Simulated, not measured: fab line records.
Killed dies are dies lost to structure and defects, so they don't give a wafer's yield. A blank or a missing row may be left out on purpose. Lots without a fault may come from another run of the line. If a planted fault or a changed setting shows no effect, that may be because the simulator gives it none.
Matching of chambers ; flow nand_harc ; NHARC_A_CONTACT_DEP_85 on pecvd-03: 3 sister chambers
The step deposits SiON, target thk 60 nm. 6 wafers are shown with their chamber, then 7 later ones without.

== EACH WAFER AND ITS CHAMBER ==
wafer;chamber;heater_power_w (W)
L134.5;0;577
L137.5;0;536
L148.3;2;848
L148.6;2;831
L155.1;1;822
L155.4;1;830

== WAFERS WITH NO CHAMBER GIVEN ==
wafer;heater_power_w (W)
L155.5;876
L154.1;540
L154.3;889
L154.4;532
L156.2;725
L156.3;568
L156.5;584

== WHICH CHAMBER EACH WENT THROUGH ==
wafer;from the rows above;in truth
L155.5;can't be placed: 2 or 1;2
L154.1;0;0
L154.3;can't be placed: 2 or 1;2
L154.4;0;0
L156.2;can't be placed: 1 or 2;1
L156.3;0;0
L156.5;0;0
Placed correctly: 4 of 7. Unplaceable from these rows: 3, with the true chamber sitting among the candidates in 3. Placed wrongly: 0.
How it was worked out, from the rows above alone: a wafer's distance from a chamber is the root of the sum, over the readings, of the square of ((its reading less the chamber's mean) divided by the reading's scatter). If the next closest chamber is less than 2 further off than the closest, the wafer can't be placed; otherwise it belongs to the closest. For every chamber, the mean is computed from those of its wafers that are shown. The scatter: take each reading less its chamber's mean, square it, sum over the shown wafers, divide by the number of wafers less the number of chambers, and take the root.
